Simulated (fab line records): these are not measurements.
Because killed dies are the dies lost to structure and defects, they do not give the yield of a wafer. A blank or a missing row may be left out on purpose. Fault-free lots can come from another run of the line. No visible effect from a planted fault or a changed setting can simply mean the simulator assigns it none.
Split-lot study / flow n5 finfet / 21 wafers read from 7 lots, route of 1938 steps

## ABOUT THE SPLIT
At N5_BEOL_M14_ETCH_68 (etches SOC in N2/H2, time 450 s), the setting time s was moved away from the recipe's 450 s on 5 of the 21 wafers read, by -13.6% to +8.4%. All remaining wafers had this setting at the recipe value.

The split's own step is where the reading is taken.

## THE READING
SiARC_of_BEOL_M14_COAT_66.thk nm (the simulator's own value, which no gauge read), in nm, at N5_BEOL_M14_ETCH_68 (etches SOC in N2/H2, time 450 s). No usual value for it is given in the file. Here, 16 wafers ran the recipe; their average is 65.2 nm with a standard deviation of 0.83 nm.

wafer=L075.3; tool, chamber at the split=rie diel-02, 3,1; time s as run, s=450; against the recipe=recipe; SiARC_of_BEOL_M14_COAT_66.thk nm, nm=65; against lot-mates on the recipe=-
wafer=L075.4; tool, chamber at the split=rie diel-02, 3,1; time s as run, s=450; against the recipe=recipe; SiARC_of_BEOL_M14_COAT_66.thk nm, nm=65; against lot-mates on the recipe=-
wafer=L075.6; tool, chamber at the split=rie diel-02, 0; time s as run, s=450; against the recipe=recipe; SiARC_of_BEOL_M14_COAT_66.thk nm, nm=65.4; against lot-mates on the recipe=-
wafer=L081.2; tool, chamber at the split=rie diel-06, 3; time s as run, s=450; against the recipe=recipe; SiARC_of_BEOL_M14_COAT_66.thk nm, nm=63.8; against lot-mates on the recipe=-
wafer=L081.3; tool, chamber at the split=rie diel-06, 1; time s as run, s=450; against the recipe=recipe; SiARC_of_BEOL_M14_COAT_66.thk nm, nm=65; against lot-mates on the recipe=-
wafer=L081.4; tool, chamber at the split=rie diel-06, 0; time s as run, s=450; against the recipe=recipe; SiARC_of_BEOL_M14_COAT_66.thk nm, nm=64.2; against lot-mates on the recipe=-
wafer=L083.2; tool, chamber at the split=rie diel-06, 3; time s as run, s=450; against the recipe=recipe; SiARC_of_BEOL_M14_COAT_66.thk nm, nm=63.6; against lot-mates on the recipe=-
wafer=L083.3; tool, chamber at the split=rie diel-06, 0; time s as run, s=450; against the recipe=recipe; SiARC_of_BEOL_M14_COAT_66.thk nm, nm=64.6; against lot-mates on the recipe=-
wafer=L083.5; tool, chamber at the split=rie diel-06, 1; time s as run, s=389; against the recipe=-13.6%; SiARC_of_BEOL_M14_COAT_66.thk nm, nm=70.8; against lot-mates on the recipe=+6.7
wafer=L087.1; tool, chamber at the split=rie diel-05, 1; time s as run, s=450; against the recipe=recipe; SiARC_of_BEOL_M14_COAT_66.thk nm, nm=65.8; against lot-mates on the recipe=-
wafer=L087.2; tool, chamber at the split=rie diel-05, 2; time s as run, s=450; against the recipe=recipe; SiARC_of_BEOL_M14_COAT_66.thk nm, nm=65; against lot-mates on the recipe=-
wafer=L087.5; tool, chamber at the split=rie diel-05, 1; time s as run, s=450; against the recipe=recipe; SiARC_of_BEOL_M14_COAT_66.thk nm, nm=65.6; against lot-mates on the recipe=-
wafer=L089.2; tool, chamber at the split=rie diel-02, 0; time s as run, s=450; against the recipe=recipe; SiARC_of_BEOL_M14_COAT_66.thk nm, nm=66.8; against lot-mates on the recipe=-
wafer=L089.3; tool, chamber at the split=rie diel-02, 3; time s as run, s=450; against the recipe=recipe; SiARC_of_BEOL_M14_COAT_66.thk nm, nm=66; against lot-mates on the recipe=-
wafer=L089.4; tool, chamber at the split=rie diel-02, 1; time s as run, s=450; against the recipe=recipe; SiARC_of_BEOL_M14_COAT_66.thk nm, nm=66.2; against lot-mates on the recipe=-
wafer=L091.3; tool, chamber at the split=rie diel-05, 2; time s as run, s=450; against the recipe=recipe; SiARC_of_BEOL_M14_COAT_66.thk nm, nm=65; against lot-mates on the recipe=-
wafer=L091.5; tool, chamber at the split=rie diel-05, 0; time s as run, s=487.9; against the recipe=+8.4%; SiARC_of_BEOL_M14_COAT_66.thk nm, nm=61.8; against lot-mates on the recipe=-3.5
wafer=L091.6; tool, chamber at the split=rie diel-05, 1; time s as run, s=450; against the recipe=recipe; SiARC_of_BEOL_M14_COAT_66.thk nm, nm=65.6; against lot-mates on the recipe=-
wafer=L097.3; tool, chamber at the split=rie diel-06, 3; time s as run, s=406.2; against the recipe=-9.7%; SiARC_of_BEOL_M14_COAT_66.thk nm, nm=68.8; against lot-mates on the recipe=no lot-mate on the recipe
wafer=L097.4; tool, chamber at the split=rie diel-06, 2; time s as run, s=406.2; against the recipe=-9.7%; SiARC_of_BEOL_M14_COAT_66.thk nm, nm=68.4; against lot-mates on the recipe=no lot-mate on the recipe
wafer=L097.5; tool, chamber at the split=rie diel-06, 1; time s as run, s=406.2; against the recipe=-9.7%; SiARC_of_BEOL_M14_COAT_66.thk nm, nm=69.4; against lot-mates on the recipe=no lot-mate on the recipe
When a row names more than one chamber, that row covers several wafers, and the file does not tell which wafer ran in which chamber.

THE FIT
A straight line over all 21 wafers: SiARC_of_BEOL_M14_COAT_66.thk nm changes by -0.396 nm for each +1% of time s; r = -0.93; the points scatter about the line by 0.78 nm.
The same after taking each lot's own level away (the mean of its wafers on the recipe; 18 wafers): -0.471 nm for each +1%; r = -0.98; scatter 0.4 nm.
Per that fit: largest time s move, reading shift of 6.4 nm.
The lots' own levels span 64.10 to 66.33 nm, that is 2.7 times the standard deviation above.
Thus the slope moves with the lot-to-lot level: the two fits are different.
Check: +5.63 nm against its lot-mates is what the line predicts for one of the wafers moved furthest among these (-13.6%) when that wafer is left out of the fit. Against them it came out at +6.7 nm.

## THESE WAFERS: OTHER SPLITS
These wafers also went through other splits before the reading. Each is held against what the fit with the lots' levels taken away leaves over:
other split on the same wafers=N5_BEOL_M9_ALD_74 ald cycles; wafers away from the commonest value=8; r with SiARC_of_BEOL_M14_COAT_66.thk nm (lot level and that fit taken away)=+0.27
other split on the same wafers=N5_BEOL_M10_DESCUM_16 time s; wafers away from the commonest value=10; r with SiARC_of_BEOL_M14_COAT_66.thk nm (lot level and that fit taken away)=+0.14
other split on the same wafers=N5_BEOL_M11_HM_DEP_02 target thk a; wafers away from the commonest value=10; r with SiARC_of_BEOL_M14_COAT_66.thk nm (lot level and that fit taken away)=+0.02
other split on the same wafers=N5_BEOL_M12_TRENCH_ETCH_34 time s; wafers away from the commonest value=6; r with SiARC_of_BEOL_M14_COAT_66.thk nm (lot level and that fit taken away)=-0.11
other split on the same wafers=N5_BEOL_M12_SPUTTER_45 time s; wafers away from the commonest value=9; r with SiARC_of_BEOL_M14_COAT_66.thk nm (lot level and that fit taken away)=+0.18
other split on the same wafers=N5_BEOL_M13_EXPOSE_07 dose mj; wafers away from the commonest value=6; r with SiARC_of_BEOL_M14_COAT_66.thk nm (lot level and that fit taken away)=+0.47

## FILE'S OWN FIT
SiARC_of_BEOL_M14_COAT_66.thk nm changes by -0.472 nm for each +1% of time s, r = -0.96.
